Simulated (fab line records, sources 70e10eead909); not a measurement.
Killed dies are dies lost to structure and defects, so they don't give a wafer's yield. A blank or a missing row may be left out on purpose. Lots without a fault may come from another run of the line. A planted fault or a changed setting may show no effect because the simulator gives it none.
Chamber matching | flow nand_harc | NHARC_A_STAIRCASE_DESCUM_270 on rie_diel-02: 4 sister chambers
The step chemistry O2, time 3 s. 4 wafers are shown with their chamber, then 10 later ones without.

WAFERS WITH THEIR CHAMBER
wafer  | chamber | showerhead_plenum_p_Torr (Torr)
L081.5 | 1       | 1.84
L091.4 | 2       | 1.79
L092.1 | 3       | 1.88
L092.3 | 0       | 2.06

WAFERS WITHOUT THEIR CHAMBER
wafer  | showerhead_plenum_p_Torr (Torr)
L092.6 | 1.79
L094.1 | 1.78
L094.2 | 2.06
L094.4 | 1.83
L093.1 | 2.06
L093.4 | 1.78
L093.6 | 1.78
L097.1 | 1.78
L097.4 | 1.83
L097.5 | 2.06

WHICH CHAMBER EACH WENT THROUGH
wafer  | from the rows above | in truth
L092.6 | 2                   | 2
L094.1 | 2                   | 2
L094.2 | 0                   | 0
L094.4 | 1                   | 1
L093.1 | 0                   | 0
L093.4 | 2                   | 2
L093.6 | 2                   | 2
L097.1 | 2                   | 2
L097.4 | 1                   | 1
L097.5 | 0                   | 0
Placed correctly: 10 of 10. Can't be placed from these rows: 0. Placed wrongly: 0.
How it was worked out, from the rows above alone: a wafer's distance from a chamber is the root of the sum, over the readings, of the square of ((its reading less the chamber's mean) divided by the reading's scatter). The wafer belongs to the nearest chamber; if the next one is less than 2 further off, it can't be placed. A chamber's mean is the mean of its shown wafers. The scatter: with one shown wafer a chamber, the root of the mean of the squares of how far each hidden wafer lies from its nearest shown one.
